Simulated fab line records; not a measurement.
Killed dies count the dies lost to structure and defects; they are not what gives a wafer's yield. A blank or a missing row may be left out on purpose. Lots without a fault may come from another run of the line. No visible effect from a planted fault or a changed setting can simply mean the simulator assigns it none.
Comparing a struck lot with a sound one -- flow nandHarc -- 14 out of 1302 route steps
Sound: these wafers, L738.2, L738.3, L738.6. Wafers struck: L740.1, L740.2, L740.4. The cause comes at the end.
At each step with rows: each side's tool, then ch and its chambers, then its first start. Under that, the readings that differ: sound wafers -- struck wafers -- difference of the means -- sigmas: that difference in standard deviations of wafers without a fault.
alike: same words and numbers on both sides, and readings whose means sit less than 2 such deviations apart. not compared: any withheld reading, any reading some wafer has no value for, any bound like >300 that may hide the same value, and any number with overlapping values for which the record gives no deviation.
Wherever a step has rows on one side only, a row that says differs or no value, or a row with sigmas, the two part there. Non-overlapping numbers with no deviation appear without sigmas and do not part them. A reading that every wafer of one side lacks parts them only if that side has two wafers or more.

NHARC_A_BLC_DESCUM_15: chemistry O2, time 3 s.
  sound on rieDiel-11 ch 0,2, day 23 19:25; struck on rieDiel-06 ch 0,1,2, day 25 05:07
  alike: drypumpMotorCurrentA, oesProductAu, rfVppV, showerheadPlenumPTorr, throttleValvePct
  not compared: rfHoursCounterH
NHARC_A_BLC_ETCH_16: etches the open film in CF4, target depth 39 nm, time 65 s.
  sound on rieDiel-11 ch 0,2, day 23 19:30; struck on rieDiel-06 ch 0,1,2, day 25 05:13
  alike: drypumpMotorCurrentA, oesProductAu, rfVppV, showerheadPlenumPTorr, throttleValvePct
  not compared: rfHoursCounterH
NHARC_A_BLC_ETCH_17: etches the open film in N2/H2, target depth 390 nm, time 609.38 s.
  sound on rieDiel-11 ch 0,2,3; struck on rieDiel-06 ch 1,2,3
  alike: drypumpMotorCurrentA, oesProductAu, rfVppV, showerheadPlenumPTorr, throttleValvePct
  not compared: rfHoursCounterH
NHARC_A_BLC_ETCH_18: etches the open film in C4F8/O2/Ar, target depth 910 nm.
  sound on rieDiel-11 ch 0,2,3; struck on rieDiel-06 ch 0,2,3
  alike: oesProductAu, rfVppV
  not compared: rfHoursCounterH
NHARC_A_BLC_CD_MEAS_19:
  sound: cdSem-03 at day 23 20:23; struck: cdSem-03 at day 25 06:05
  alike: cdNm
then, 5 steps without rows for these wafers: NHARC_A_BLC_STRIP_29 (strips in CF4); NHARC_A_BLC_STRIP_21 (strips in O2); NHARC_A_BLC_STRIP_22 (strips in post etch residue remover, time 600 s); NHARC_A_BLC_DEGAS_30 (time 60 s); NHARC_A_BLC_PRE_CLEAN_31 (time 15 s).
NHARC_A_BLC_PVD_32: deposits Ti, target thk 5 nm, time 17.7 s.
  sound on pvdSputter-02; struck on pvdSputter-03
  alike: cathodeDcPowerW, chamberPressurePa, throttleValvePct
then, 1 step without rows for these wafers: NHARC_A_BLC_ALD_23 (deposits TiN, target thk 3 nm, pulse time 1 s, ald cycles 150).
NHARC_A_BLC_CVD_24: deposits W, target thk 150 nm, time 434 s.
  sound on cvdW-02 ch 0,1, day 23 21:30; struck on cvdW-02 ch 0,1, day 25 07:49
  alike: heaterPowerW, mfcWf6Sccm, throttleValvePct
NHARC_A_BLC_CMP_25: polishes, t overpolish 30 s, target thk 150 nm.
  sound on cmp-04 ch 0,1, day 23 21:57; struck on cmp-03 ch 1,2,3, day 25 08:24
reading,sound,struck,difference,sigmas
timeToEndpointS (s),27.9 28.4 27.6,58.1 59.2 56.8,+30.1,+13
  alike: motorCurrentA, overpolishRunS

== WHERE THEY PART ==
Only at NHARC_A_BLC_CMP_25, within this record.

WHY: whatever the simulator had introduced
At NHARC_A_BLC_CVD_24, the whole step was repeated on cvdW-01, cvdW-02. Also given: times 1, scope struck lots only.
